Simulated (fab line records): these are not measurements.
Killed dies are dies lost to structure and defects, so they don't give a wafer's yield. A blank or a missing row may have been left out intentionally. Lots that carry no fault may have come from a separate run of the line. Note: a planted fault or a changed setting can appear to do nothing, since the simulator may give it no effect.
Chamber matching ; flow n5-finfet ; 3 sister chambers for N5_BEOL_M13_DEP_53 on pecvd-02
The step deposits SiCN from 3MS/NH3, target thk 50 nm, time 17.8 s. 3 wafers are shown with their chamber, then 12 later ones without.

## WAFERS WITH THEIR CHAMBER
wafer;chamber;throttle-valve-pct (%)
L084.2;1;18.6
L088.3;0;19.0
L088.5;2;17.9

## WAFERS MISSING THEIR CHAMBER
wafer;throttle-valve-pct (%)
L085.2;19.1
L085.4;18.2
L085.6;19.3
L089.3;18.5
L089.5;18.3
L089.6;19.3
L091.1;18.5
L091.2;18.2
L091.3;19.1
L096.1;19.0
L096.4;18.5
L096.5;19.2

## EACH ONE'S CHAMBER
wafer;from the rows above;in truth
L085.2;can't be placed: 0 or 1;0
L085.4;can't be placed: 2 or 1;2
L085.6;can't be placed: 0 or 1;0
L089.3;can't be placed: 1 or 0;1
L089.5;can't be placed: 1 or 2 or 0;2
L089.6;can't be placed: 0 or 1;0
L091.1;can't be placed: 1 or 0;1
L091.2;can't be placed: 2 or 1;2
L091.3;can't be placed: 0 or 1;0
L096.1;can't be placed: 0 or 1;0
L096.4;can't be placed: 1 or 0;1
L096.5;can't be placed: 0 or 1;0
0 of 12 placed correctly. Can't be placed from these rows: 12 (the true chamber is among the candidates in 12). Placed wrongly: 0.
How it was worked out, from the rows above alone: a wafer's distance from a chamber is the root of the sum, over the readings, of the square of ((its reading less the chamber's mean) divided by the reading's scatter). The wafer belongs to the nearest chamber; if the next one is less than 2 further off, it can't be placed. A chamber's mean is the mean of its shown wafers. The scatter: with one shown wafer a chamber, the root of the mean of the squares of how far each hidden wafer lies from its nearest shown one.
